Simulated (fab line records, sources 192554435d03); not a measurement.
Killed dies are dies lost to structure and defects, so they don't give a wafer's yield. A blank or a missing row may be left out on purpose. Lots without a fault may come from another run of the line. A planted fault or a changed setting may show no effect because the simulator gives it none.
Split-lot experiment | flow n5_finfet | 7 lots, 21 wafers read, on a route of 1938 steps

THE SPLIT
At N5_BEOL_M4_ILD_DEP_00 (deposits SiOC from DEMS/O2, target thk 79 nm, time 15.3 s), the setting time_s was moved away from the recipe's 15.3 s on 12 of the 21 wafers read, by -8.0% to +12.7%. The other wafers ran this setting at the recipe's value.

The file shows no step between the split and the reading.

THE READING
M4_ILD_THK, in nm, at N5_BEOL_M4_THK_MEAS_01. Fault-free wafers of this fab line usually give 79.7 nm, standard deviation 1.1 nm.

wafer  | tool, chamber at the split | time_s as run, s | against the recipe | M4_ILD_THK, nm | against lot-mates on the recipe
L075.1 | pecvd-03, 0                | 16.49            | +7.8%              | 83.4           | no lot-mate on the recipe
L075.3 | pecvd-03, 2                | 16.49            | +7.8%              | 84.3           | no lot-mate on the recipe
L075.4 | pecvd-03, 2                | 16.49            | +7.8%              | 85.4           | no lot-mate on the recipe
L083.1 | pecvd-03, 2                | 15.3             | recipe             | 78.9           | -
L083.3 | pecvd-03, 1                | 16.96            | +10.8%             | 86.7           | +7.8
L083.4 | pecvd-03, 2                | 16.96            | +10.8%             | 88.2           | +9.3
L085.1 | pecvd-02, 0                | 16.1             | +5.2%              | 83.1           | +3.2
L085.3 | pecvd-02, 1                | 15.3             | recipe             | 79.9           | -
L085.4 | pecvd-02, 2                | 16.1             | +5.2%              | 84.8           | +4.9
L088.1 | pecvd-03, 1                | 14.07            | -8.0%              | 74.0           | -7.6
L088.3 | pecvd-03, 1                | 14.07            | -8.0%              | 74.8           | -6.8
L088.6 | pecvd-03, 1                | 15.3             | recipe             | 81.6           | -
L091.1 | pecvd-03, 2                | 14.27            | -6.7%              | 73.6           | -7.2
L091.4 | pecvd-03, 1                | 14.27            | -6.7%              | 75.6           | -5.2
L091.5 | pecvd-03, 2                | 15.3             | recipe             | 80.8           | -
L095.3 | pecvd-03, 0                | 15.3             | recipe             | 78.3           | -
L095.4 | pecvd-03, 1                | 17.24            | +12.7%             | 90.8           | +11.8
L095.6 | pecvd-03, 0                | 15.3             | recipe             | 79.8           | -
L096.1 | pecvd-01, 1                | 15.3             | recipe             | 79.4           | -
L096.5 | pecvd-01, 0,1              | 15.3             | recipe             | 81.7           | -
L096.6 | pecvd-01, 0,1              | 15.3             | recipe             | 81.6           | -
Where a row lists several chambers, the file gives one row for several wafers and doesn't say which wafer went through which chamber.

THE FIT
A straight line over all 21 wafers: M4_ILD_THK changes by +0.711 nm for each +1% of time_s; r = +0.97; the points scatter about the line by 1.2 nm.
The same after taking each lot's own level away (the mean of its wafers on the recipe; 18 wafers): +0.863 nm for each +1%; r = +0.99; scatter 0.86 nm.
On that fit, the largest move of time_s shifts the reading by 11 nm.
The lots' own levels span 78.90 to 81.60 nm, that is 2.5 times the standard deviation above.
So the lot-to-lot level changes the slope: the two fits differ.
Check: with one of the wafers moved furthest among these (+12.7%) left out of the fit, the line predicts +10.4 nm for it against its lot-mates. It came out at +11.8 nm against them.

OTHER SPLITS ON THESE WAFERS
These wafers also went through other splits before the reading. Each is held against what the fit with the lots' levels taken away leaves over:
other split on the same wafers   | wafers away from the commonest value | r with M4_ILD_THK (lot level and that fit taken away)
N5_BEOL_M0_SAQP_COAT_87 spin_rpm | 5                                    | +0.17
N5_BEOL_M0_ETCH_109 bias_w       | 7                                    | -0.08
N5_BEOL_M1_ETCH_70 bias_w        | 6                                    | +0.00
N5_BEOL_M1_TRENCH_ETCH_37 bias_w | 11                                   | +0.04
N5_BEOL_M2_PECVD_72 time_s       | 10                                   | +0.26

THE WHOLE CHAIN: every reading that the file lists as answering this split, in the file's order
step                   | what it does                                              | reading                                                                            | change (the file's fit)               | r (the file's)
N5_BEOL_M4_ILD_DEP_00  | deposits SiOC from DEMS/O2, target thk 79 nm, time 15.3 s | SiOC_of_BEOL_M4_ILD_DEP_00.thk_nm (the simulator's own value, which no gauge read) | +0.871 nm for each +1% of the setting | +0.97
N5_BEOL_M4_THK_MEAS_01 |                                                           | M4_ILD_THK                                                                         | +0.871 for each +1% of the setting    | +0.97

THE FILE'S OWN FIT
M4_ILD_THK changes by +0.871 nm for each +1% of time_s, r = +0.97.
